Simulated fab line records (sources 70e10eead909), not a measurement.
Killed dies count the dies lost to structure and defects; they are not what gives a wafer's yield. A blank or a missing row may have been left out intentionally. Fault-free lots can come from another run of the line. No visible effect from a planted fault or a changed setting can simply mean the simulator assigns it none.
Matching of chambers :: flow nand-harc :: 4 sister chambers for NHARC_P_BONDPAD_STRIP_15 on rie-diel-13
The step strips in O2. 8 wafers are shown with their chamber, then 10 later ones without.

EACH WAFER AND ITS CHAMBER
wafer: L998.1
chamber: 2
drypump-motor-current-A (A): 5.84
oes-product-au (a.u.): 1.013

wafer: L100.1
chamber: 2
drypump-motor-current-A (A): 5.81
oes-product-au (a.u.): 1.010

wafer: L100.4
chamber: 1
drypump-motor-current-A (A): 5.64
oes-product-au (a.u.): 0.995

wafer: L101.4
chamber: 1
drypump-motor-current-A (A): 5.64
oes-product-au (a.u.): 0.982

wafer: L101.5
chamber: 0
drypump-motor-current-A (A): 5.56
oes-product-au (a.u.): 0.992

wafer: L101.6
chamber: 3
drypump-motor-current-A (A): 5.33
oes-product-au (a.u.): 1.002

wafer: L103.1
chamber: 3
drypump-motor-current-A (A): 5.32
oes-product-au (a.u.): 1.000

wafer: L103.3
chamber: 0
drypump-motor-current-A (A): 5.60
oes-product-au (a.u.): 0.995

WAFERS MISSING THEIR CHAMBER
wafer: L103.5
drypump-motor-current-A (A): 5.34
oes-product-au (a.u.): 1.009

wafer: L109.1
drypump-motor-current-A (A): 5.63
oes-product-au (a.u.): 0.997

wafer: L109.2
drypump-motor-current-A (A): 5.58
oes-product-au (a.u.): 1.002

wafer: L109.3
drypump-motor-current-A (A): 5.28
oes-product-au (a.u.): 1.012

wafer: L110.2
drypump-motor-current-A (A): 5.32
oes-product-au (a.u.): 0.993

wafer: L110.3
drypump-motor-current-A (A): 5.81
oes-product-au (a.u.): 1.004

wafer: L110.6
drypump-motor-current-A (A): 5.56
oes-product-au (a.u.): 1.003

wafer: L111.2
drypump-motor-current-A (A): 5.30
oes-product-au (a.u.): 1.007

wafer: L111.4
drypump-motor-current-A (A): 5.56
oes-product-au (a.u.): 1.005

wafer: L111.5
drypump-motor-current-A (A): 5.32
oes-product-au (a.u.): 1.003

WHICH CHAMBER EACH WENT THROUGH
wafer: L103.5
from the rows above: 3
in truth: 3

wafer: L109.1
from the rows above: can't be placed: 1 or 0
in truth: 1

wafer: L109.2
from the rows above: 0
in truth: 0

wafer: L109.3
from the rows above: 3
in truth: 3

wafer: L110.2
from the rows above: 3
in truth: 3

wafer: L110.3
from the rows above: 2
in truth: 2

wafer: L110.6
from the rows above: 0
in truth: 0

wafer: L111.2
from the rows above: 3
in truth: 3

wafer: L111.4
from the rows above: 0
in truth: 0

wafer: L111.5
from the rows above: 3
in truth: 3
9 of 10 placed correctly. Unplaceable from these rows: 1, with the true chamber sitting among the candidates in 1. Wrongly placed: 0.
How it was worked out, from the rows above alone: a wafer's distance from a chamber is the root of the sum, over the readings, of the square of ((its reading less the chamber's mean) divided by the reading's scatter). The wafer belongs to the nearest chamber; if the next one is less than 2 further off, it can't be placed. The mean given for a chamber averages the wafers shown for that chamber. The scatter: take each reading less its chamber's mean, square it, sum over the shown wafers, divide by the number of wafers less the number of chambers, and take the root.
